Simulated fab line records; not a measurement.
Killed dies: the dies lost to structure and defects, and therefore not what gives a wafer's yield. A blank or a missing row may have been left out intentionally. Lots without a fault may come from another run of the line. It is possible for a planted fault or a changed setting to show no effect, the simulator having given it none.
A struck lot beside a sound one | flow nand_harc | 40 steps out of a route of 1159
Sound: the wafers L400.2, L400.3, L400.6. The struck wafers were L403.1, L403.3, L403.4. Last of all comes the cause.
Per side, at each step with rows, come the tool, then ch with its chambers, and then its first start. Under that, the readings that differ: sound wafers | struck wafers | difference of the means | sigmas: that difference in standard deviations of wafers without a fault.
alike: words and numbers the same on both sides, and readings whose means are apart by under 2 such deviations; not compared: readings that were withheld, readings missing a value for some wafer, numbers with overlapping values and no deviation given by the record, and bounds like >300 which may hide the same value.
Wherever a step has rows on one side only, a row that says differs or no value, or a row with sigmas, the two part there. Numbers that don't overlap but have no deviation are shown without sigmas and don't part them. Lack of a reading on every wafer of one side parts them only where that side has two or more wafers.

NHARC_A_M0_OVL_MEAS_10: pitch 160 nm.
  sound on overlay-02 at day 17 23:10; struck on overlay-01 at day 19 09:09
  alike: overlay_x_nm, overlay_y_nm
NHARC_A_M0_INSPECT_11:
  sound on defect_inspect-01 at day 17 23:13; struck on defect_inspect-01 at day 19 09:11
  alike: raw_defect_count
then, 3 steps without rows for these wafers: NHARC_A_M0_DESCUM_14 (chemistry O2, time 3 s); NHARC_A_M0_ETCH_34 (etches the open film in N2/H2, target depth 40 nm, overetch 12 nm, time 43.94 s); NHARC_A_M0_ETCH_15 (etches the open film in C4F8/Ar, target depth 150 nm, overetch 15 nm, time 82.5 s).
NHARC_A_M0_CD_MEAS_16:
  sound on cd_sem-02 at day 17 23:34; struck on cd_sem-01 at day 19 09:33
  alike: cd_nm
then, 2 steps without rows for these wafers: NHARC_A_M0_STRIP_18 (strips in N2/H2); NHARC_A_M0_STRIP_19 (strips in post etch residue remover, time 600 s).
NHARC_A_M0_DEGAS_28: time 60 s.
  sound on pvd_sputter-02 at day 18 00:14; struck on pvd_sputter-01 at day 19 10:10
  alike: heater_power_w
NHARC_A_M0_PRE_CLEAN_29: time 30 s.
  sound on pvd_sputter-02; struck on pvd_sputter-01
  alike: heater_power_w
then, 2 steps without rows for these wafers: NHARC_A_M0_PVD_20 (deposits TaN, target thk 5 nm, time 8.06 s); NHARC_A_M0_PVD_21 (deposits Cu, target thk 30 nm, time 20.49 s).
NHARC_A_M0_ECD_22: material Cu, target thk 400 nm.
  sound on ecd_cu-02 ch 0,1, day 18 00:37; struck on ecd_cu-02 ch 0,1, day 19 10:32
then, 2 steps without rows for these wafers: NHARC_A_M0_ANNEAL_30 (time 90 s); NHARC_A_M0_CMP_23 (polishes, t overpolish 20 s, target thk 113.75 nm).
NHARC_A_M0_THK_MEAS_24: measures by xrf.
  sound on film_metro-02 at day 18 01:39; struck on film_metro-01 at day 19 11:35
  alike: thk_nm
then, 2 steps without rows for these wafers: NHARC_A_M0_SRD_25; NHARC_A_M0_PRE_CLEAN_31 (time 12 s).
NHARC_A_M0_DEP_32: deposits SiCN, target thk 30 nm.
  sound on pecvd-04 ch 0,1, day 18 02:04; struck on pecvd-03 ch 1,2, day 19 12:01
  alike: heater_power_w
then, 10 steps without rows for these wafers: NHARC_A_M1_DEP_00 (deposits SiOC, target thk 182.5 nm); NHARC_A_M1_DEHYDRATE_01 (time 120 s); NHARC_A_M1_HMDS_02 (time 30 s); NHARC_A_M1_COAT_34 (time 65 s); NHARC_A_M1_COAT_03 (resist thk 90 nm); NHARC_A_M1_SOFTBAKE_04 (time 55 s); NHARC_A_M1_EBR_05; NHARC_A_M1_EXPOSE_06 (exposes mask A M1, target cd 120 nm); NHARC_A_M1_PEB_07 (peb time 65 s); NHARC_A_M1_DEVELOP_08 (develop time 35 s).
NHARC_A_M1_CD_MEAS_09: target cd 120 nm.
  sound on cd_sem-02 ch 0, day 18 03:15; struck on cd_sem-02 ch 0, day 19 13:18
  alike: cd_nm
NHARC_A_M1_OVL_MEAS_10: pitch 240 nm.
  sound on overlay-02 at day 18 03:20; struck on overlay-02 at day 19 13:23
  alike: overlay_x_nm, overlay_y_nm
then, 3 steps without rows for these wafers: NHARC_A_M1_DESCUM_14 (chemistry O2, time 3 s); NHARC_A_M1_ETCH_35 (etches the open film in N2/H2, target depth 40 nm, overetch 12 nm, time 43.94 s); NHARC_A_M1_ETCH_15 (etches the open film in C4F8/Ar, target depth 182.5 nm, time 91.2 s).
NHARC_A_M1_CD_MEAS_16:
  sound on cd_sem-03 at day 18 03:44; struck on cd_sem-01 at day 19 13:47
  alike: cd_nm
NHARC_A_M1_STRIP_18: strips in N2/H2.
  sound on rie_diel-10 ch 1,3, day 18 03:51; struck on rie_diel-09 ch 0,1,2, day 19 13:52
  alike: drypump_motor_current_A, oes_product_au, rf_vpp_V, showerhead_plenum_p_Torr, throttle_valve_pct
  not compared: rf_hours_counter_h
then, 2 steps without rows for these wafers: NHARC_A_M1_ETCH_28 (etches the open film in CF4/N2, target depth 30 nm, time 72.99 s); NHARC_A_M1_STRIP_19 (strips in post etch residue remover, time 600 s).
NHARC_A_M1_DEGAS_29: time 60 s.
  sound on pvd_sputter-01 at day 18 04:28; struck on pvd_sputter-03 at day 19 14:31
  alike: heater_power_w
NHARC_END_SORT_01:
  sound on prober-02 ch 0, day 19 17:32; struck on prober-02 ch 0, day 21 03:55
  reading                  | sound          | struck         | difference | sigmas
  defect_limited_yield (%) | 96.5 96.8 96.3 | 41.5 42.4 41.8 | -54.6      | -36
  killed_at_array          | 22 18 24       | 392 386 388    | +367       | +37
  killed_dies              | 24 22 25       | 396 390 394    | +370       | +37
  sort_bin_2_pct (%)       | 0.7 1.2 1.3    | 19.2 21.1 21.3 | +19.5      | +30
  sort_bin_3_pct (%)       | 0.30 0.30 0    | 4.28 4.87 4.58 | +4.38      | +18
  sort_bin_4_pct (%)       | 2.5 1.8 2.4    | 35.0 31.6 32.3 | +30.7      | +32
  sort_n_pass              | 653 655 652    | 281 287 283    | -370       | -37
  sort_rim_yield_pct (%)   | 99.1 97.2 99.1 | 34.9 40.6 43.4 | -58.8      | -23
  sort_yield_pct (%)       | 96.5 96.8 96.3 | 41.5 42.4 41.8 | -54.6      | -36
  alike: killed_at_other, killed_at_periphery, killed_open, killed_short

== WHERE THEY PART ==
NHARC_END_SORT_01 only, going by this record.

WHY: what had been put in by the simulator
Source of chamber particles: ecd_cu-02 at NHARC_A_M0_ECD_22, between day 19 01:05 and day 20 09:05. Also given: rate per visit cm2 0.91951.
